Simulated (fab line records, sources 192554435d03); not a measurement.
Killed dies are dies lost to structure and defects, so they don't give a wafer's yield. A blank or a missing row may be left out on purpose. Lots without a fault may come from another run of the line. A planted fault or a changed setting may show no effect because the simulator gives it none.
Which tool did it? | flow n5_finfet | 8 lots, 24 wafers sampled, at 8 steps of a route of 1938

WHAT THE GAUGES READ, wafer by wafer
N5_BEOL_M4_RC_MEAS_101. Usual: DIBL_N 36.5 mV/V, standard deviation 1.9; DIBL_P 36.4 mV/V, standard deviation 2.2; IOFF_N 0.17 nA/um, standard deviation 0.034; IOFF_P 0.21 nA/um, standard deviation 0.036; ION_N 678 uA/um, standard deviation 12; ION_P 462 uA/um, standard deviation 7.1; SS_N 71.7 mV/dec, standard deviation 0.61; SS_P 73.4 mV/dec, standard deviation 0.71; VT_N 249 mV, standard deviation 3.5; VT_P -251 mV, standard deviation 3.
lot  | measured     | on        | DIBL_N (mV/V)  | DIBL_P (mV/V)  | IOFF_N (nA/um) | IOFF_P (nA/um) | ION_N (uA/um) | ION_P (uA/um) | SS_N (mV/dec)  | SS_P (mV/dec)  | VT_N (mV)   | VT_P (mV)      | flag
L633 | day 9 17:25  | prober-02 | 38.1 35.4 39.0 | 38.5 33.8 39.9 | 0.20 0.14 0.22 | 0.25 0.18 0.28 | 687 670 688   | 464 456 473   | 71.9 71.4 72.3 | 73.6 72.7 74.6 | 246 251 245 | -249 -252 -248 |
L637 | day 11 09:53 | prober-01 | 38.7 37.5 36.0 | 38.9 38.0 35.6 | 0.20 0.18 0.14 | 0.23 0.21 0.17 | 692 691 664   | 470 467 457   | 72.4 72.1 71.6 | 74.4 73.2 73.2 | 244 249 254 | -250 -252 -256 |
L640 | day 12 12:31 | prober-01 | 38.7 37.4 39.8 | 36.9 35.4 39.0 | 0.17 0.15 0.20 | 0.20 0.18 0.24 | 686 657 690   | 460 455 466   | 71.9 71.2 72.5 | 73.5 73.8 74.3 | 248 254 249 | -252 -254 -252 |
L647 | day 13 10:07 | prober-01 | 36.8 35.3 35.3 | 38.1 37.1 37.4 | 0.18 0.16 0.17 | 0.22 0.19 0.20 | 676 673 689   | 468 456 470   | 71.6 72.2 72.2 | 73.6 72.8 72.9 | 248 251 249 | -252 -254 -252 |
L644 | day 13 10:46 | prober-02 | 36.8 39.3 36.1 | 35.1 38.0 33.2 | 0.16 0.19 0.14 | 0.19 0.25 0.16 | 683 680 671   | 464 468 451   | 71.6 72.0 71.9 | 73.5 74.0 73.2 | 249 248 252 | -251 -248 -255 |
L645 | day 13 11:50 | prober-01 | 38.4 36.4 36.3 | 39.3 37.1 36.7 | 0.20 0.16 0.17 | 0.25 0.21 0.21 | 689 674 700   | 470 459 474   | 71.7 71.1 71.9 | 73.9 73.2 73.1 | 244 250 247 | -248 -251 -251 |
L650 | day 14 21:52 | prober-01 | 33.3 37.5 36.8 | 33.5 38.2 36.7 | 0.13 0.19 0.18 | 0.15 0.21 0.20 | 663 677 680   | 460 459 460   | 71.1 72.0 71.3 | 72.2 73.9 73.4 | 250 248 244 | -253 -250 -252 |
L651 | day 15 11:43 | prober-01 | 36.4 34.1 34.1 | 35.3 32.6 32.6 | 0.16 0.13 0.13 | 0.21 0.17 0.18 | 669 673 676   | 459 464 466   | 71.8 71.4 71.1 | 73.7 72.4 73.0 | 250 253 251 | -250 -253 -252 |

N5_BEOL_M14_THK_MEAS_50: measures by xrf. Usual: M14_THK 584 nm, standard deviation 16.
lot  | measured     | on            | M14_THK (nm) | flag
L633 | day 14 03:44 | film_metro-02 | 589 588 590  |
L637 | day 15 04:24 | film_metro-02 | 606 595 563  |
L640 | day 15 22:04 | film_metro-02 | 566 594 555  |
L647 | day 17 07:49 | film_metro-01 | - - -        | OFF
L644 | day 17 16:15 | film_metro-02 | 616 566 607  |
L645 | day 17 08:41 | film_metro-02 | - - -        | OFF
L650 | day 18 16:38 | film_metro-01 | 591 591 581  |
L651 | day 19 10:38 | film_metro-02 | 588 583 556  |

N5_BEOL_M14_RS_MEAS_54: measures by four-point-probe. Usual: M14_RS 0.0330 ohm/sq, standard deviation 0.00089.
lot  | measured     | on            | M14_RS (ohm/sq)      | flag
L633 | day 14 03:51 | film_metro-02 | 0.0326 0.0328 0.0327 |
L637 | day 15 04:32 | film_metro-02 | 0.0318 0.0325 0.0343 |
L640 | day 15 22:12 | film_metro-02 | 0.0340 0.0325 0.0347 |
L647 | day 17 07:58 | film_metro-01 | 32.307 32.827 32.488 | OFF
L644 | day 17 16:23 | film_metro-02 | 0.0317 0.0344 0.0319 |
L645 | day 17 08:49 | film_metro-02 | 32.116 32.268 32.687 | OFF
L650 | day 18 16:46 | film_metro-01 | 0.0329 0.0330 0.0334 |
L651 | day 19 10:46 | film_metro-01 | 0.0328 0.0331 0.0348 |

N5_BEOL_M15_OVL_MEAS_11. Usual: V14_OVL 1 nm, standard deviation 5.6.
lot  | measured     | on         | V14_OVL (nm) | flag
L633 | day 14 04:31 | overlay-02 | 9 6 10       |
L637 | day 15 05:31 | overlay-02 | -4 -3 2      |
L640 | day 15 22:51 | overlay-01 | 2 4 -7       |
L644 | day 17 17:02 | overlay-02 | -10 -5 -9    |
L650 | day 18 17:25 | overlay-01 | 7 -1 6       |
L651 | day 19 11:25 | overlay-01 | 2 6 4        |

WHICH TOOL RAN EACH LOT (tool, then ch and the chambers of the sampled wafers, then the start)
lot  | N5_BEOL_M14_STRIP_63                          | N5_BEOL_M14_STRIP_37               | N5_BEOL_M14_ECD_47             | N5_BEOL_M14_CMP_49
L633 | rie_diel-01 ch 0,1,3, day 14 02:10 or earlier | rie_diel-01 ch 2,3, day 14 02:10   | ecd_cu-01 ch 1, day 14 02:56   | cmp-01 ch 0,2,3, day 14 03:30
L637 | rie_diel-04 ch 0,3, day 15 02:41 or earlier   | rie_diel-04 ch 1,3, day 15 02:41   | ecd_cu-02 ch 0,1, day 15 03:37 | cmp-03 ch 1,2,3, day 15 04:11
L640 | rie_diel-03 ch 1,2,3, day 15 20:22 or earlier | rie_diel-03 ch 0,1,3, day 15 20:22 | ecd_cu-01 ch 0,1, day 15 21:17 | cmp-01 ch 0,2,3, day 15 21:47
L647 | rie_diel-01 ch 0,1,2, day 17 06:09 or earlier | rie_diel-01 ch 0,1, day 17 06:09   | ecd_cu-01 ch 0, day 17 07:02   | cmp-01 ch 0,2, day 17 07:34
L644 | rie_diel-03 ch 0,3, day 17 12:38 or earlier   | rie_diel-01 ch 0,1,2, day 17 12:38 | ecd_cu-02 ch 0,1, day 17 15:07 | cmp-01 ch 0,1,2, day 17 16:02
L645 | rie_diel-01 ch 0,1,3, day 17 06:27 or earlier | rie_diel-04 ch 0,1,2, day 17 06:27 | ecd_cu-01 ch 0,1, day 17 07:37 | cmp-01 ch 0,1,3, day 17 08:26
L650 | rie_diel-01 ch 0,3, day 18 14:43 or earlier   | rie_diel-01 ch 2,3, day 18 14:43   | ecd_cu-02 ch 0,1, day 18 15:32 | cmp-02 ch 0,2,3, day 18 16:25
L651 | rie_diel-04 ch 0,2, day 19 08:59 or earlier   | rie_diel-04 ch 2,3, day 19 08:59   | ecd_cu-01 ch 1, day 19 09:52   | cmp-01 ch 2,3, day 19 10:20
- N5_BEOL_M14_STRIP_63: strips in O2.
- N5_BEOL_M14_STRIP_37: strips in O2.
- N5_BEOL_M14_ECD_47: material Cu, target thk 1248 nm.
- N5_BEOL_M14_CMP_49: polishes, stops on SiO2, t overpolish 5.2 s, target thk 560 nm.

WHAT THE TOOLS THEMSELVES READ (means of the sampled wafers that have a number; where no wafer has one, the mark that the record gives instead)
N5_BEOL_M14_STRIP_63. Usual: drypump_motor_current_A 5.5 A, standard deviation 0.43; o2_flow_sccm 225.0 sccm, standard deviation 0.66; oes_product_au 0.81 a.u., standard deviation 0.055; rf_vpp_V 3.6 V, standard deviation 0.8; showerhead_plenum_p_Torr 2.11 Torr, standard deviation 0.078; temp_c 60.01 C, standard deviation 0.12; throttle_valve_pct 16.65 %, standard deviation 0.16.
lot  | tool        | drypump_motor_current_A (A) | o2_flow_sccm (sccm) | oes_product_au (a.u.) | rf_vpp_V (V) | showerhead_plenum_p_Torr (Torr) | temp_c (C) | throttle_valve_pct (%) | flag
L633 | rie_diel-01 | 5.2                         | 224.5               | 0.84                  | 4.1          | 2.10                            | 59.91      | 16.53                  |
L637 | rie_diel-04 | 5.4                         | 225.3               | 0.85                  | 3.5          | 2.11                            | 60.11      | 16.71                  |
L640 | rie_diel-03 | 5.4                         | 225.5               | 0.75                  | 3.8          | 2.13                            | 60.06      | 16.63                  |
L647 | rie_diel-01 | 5.6                         | 225.0               | 0.83                  | 3.7          | 2.12                            | 59.92      | 16.58                  |
L644 | rie_diel-03 | 5.4                         | 225.2               | 0.71                  | 4.6          | 2.07                            | 59.93      | 16.82                  |
L645 | rie_diel-01 | 5.2                         | 224.8               | 0.81                  | 3.4          | 2.09                            | 60.07      | 16.59                  |
L650 | rie_diel-01 | 5.3                         | 224.3               | 0.79                  | 3.2          | 2.05                            | 59.86      | 16.63                  |
L651 | rie_diel-04 | 5.3                         | 224.8               | 0.76                  | 4.5          | 2.07                            | 60.12      | 16.57                  |

N5_BEOL_M14_STRIP_37. Usual: drypump_motor_current_A 5.5 A, standard deviation 0.4; o2_flow_sccm 225.0 sccm, standard deviation 0.67; oes_product_au 0.82 a.u., standard deviation 0.053; rf_vpp_V 3.6 V, standard deviation 1.1; showerhead_plenum_p_Torr 2.12 Torr, standard deviation 0.077; temp_c 60.00 C, standard deviation 0.13; throttle_valve_pct 16.63 %, standard deviation 0.14.
lot  | tool        | drypump_motor_current_A (A) | o2_flow_sccm (sccm) | oes_product_au (a.u.) | rf_vpp_V (V) | showerhead_plenum_p_Torr (Torr) | temp_c (C) | throttle_valve_pct (%) | flag
L633 | rie_diel-01 | 5.2                         | 224.6               | 0.86                  | 3.5          | 2.15                            | 59.97      | 16.52                  |
L637 | rie_diel-04 | 6.3                         | 224.6               | 0.82                  | 4.1          | 2.08                            | 60.09      | 16.86                  |
L640 | rie_diel-03 | 5.4                         | 225.6               | 0.76                  | 4.0          | 2.14                            | 59.92      | 16.65                  |
L647 | rie_diel-01 | 5.3                         | 224.4               | 0.80                  | 3.7          | 2.10                            | 60.11      | 16.58                  |
L644 | rie_diel-01 | 5.6                         | 225.4               | 0.82                  | 4.2          | 2.12                            | 59.98      | 16.62                  |
L645 | rie_diel-04 | 5.7                         | 224.8               | 0.79                  | 4.2          | 2.06                            | 59.98      | 16.72                  |
L650 | rie_diel-01 | 5.6                         | 224.9               | 0.82                  | 3.3          | 2.17                            | 60.06      | 16.60                  |
L651 | rie_diel-04 | 5.5                         | 224.9               | 0.76                  | 3.0          | 2.12                            | 59.89      | 16.57                  |

N5_BEOL_M14_CMP_49. Usual: motor_current_A 7.8 A, standard deviation 0.48; time_to_endpoint_s 122 s, standard deviation 5.1.
lot  | tool   | motor_current_A (A) | time_to_endpoint_s (s) | flag
L633 | cmp-01 | 8.2                 | 120                    |
L637 | cmp-03 | 8.0                 | 127                    |
L640 | cmp-01 | 8.2                 | 122                    |
L647 | cmp-01 | 8.1                 | 11                     | OFF
L644 | cmp-01 | 8.4                 | 119                    |
L645 | cmp-01 | 7.8                 | 10                     | OFF
L650 | cmp-02 | 7.5                 | 125                    |
L651 | cmp-01 | 7.9                 | 122                    |

THE ANSWER, worked out from the rows above alone
Rule: a lot is off if the mean of its wafers that have a number lies more than 3 standard deviations from the usual mean. A lot without any number at a reading at which 4 lots or more have one is off too. The other lots that the step has rows for count as sound. The gauges are gone through in route order, then the tools' own readings, and for those a lot's mean is taken as printed above. The first step at which some lot is off is used, and at that step the reading that is off furthest; a lot without a number counts as furthest.
Off: L647, L645, at N5_BEOL_M14_THK_MEAS_50 (M14_THK). Without a number there: L647, L645.
A tool fits if, at a process step before that reading, it ran every lot that is off, and no sound lot after the first of them. The gauges at N5_BEOL_M14_THK_MEAS_50 aren't tried: what is off there is off at N5_BEOL_M14_CMP_49 too, on other tools, and a gauge's error can't cause that. N5_BEOL_M14_STRIP_63 gives no start for some lots, so the hours and the order of its lots are those of N5_BEOL_M14_STRIP_37. None of those tried fits.

WHAT THE SIMULATOR HAD PUT IN
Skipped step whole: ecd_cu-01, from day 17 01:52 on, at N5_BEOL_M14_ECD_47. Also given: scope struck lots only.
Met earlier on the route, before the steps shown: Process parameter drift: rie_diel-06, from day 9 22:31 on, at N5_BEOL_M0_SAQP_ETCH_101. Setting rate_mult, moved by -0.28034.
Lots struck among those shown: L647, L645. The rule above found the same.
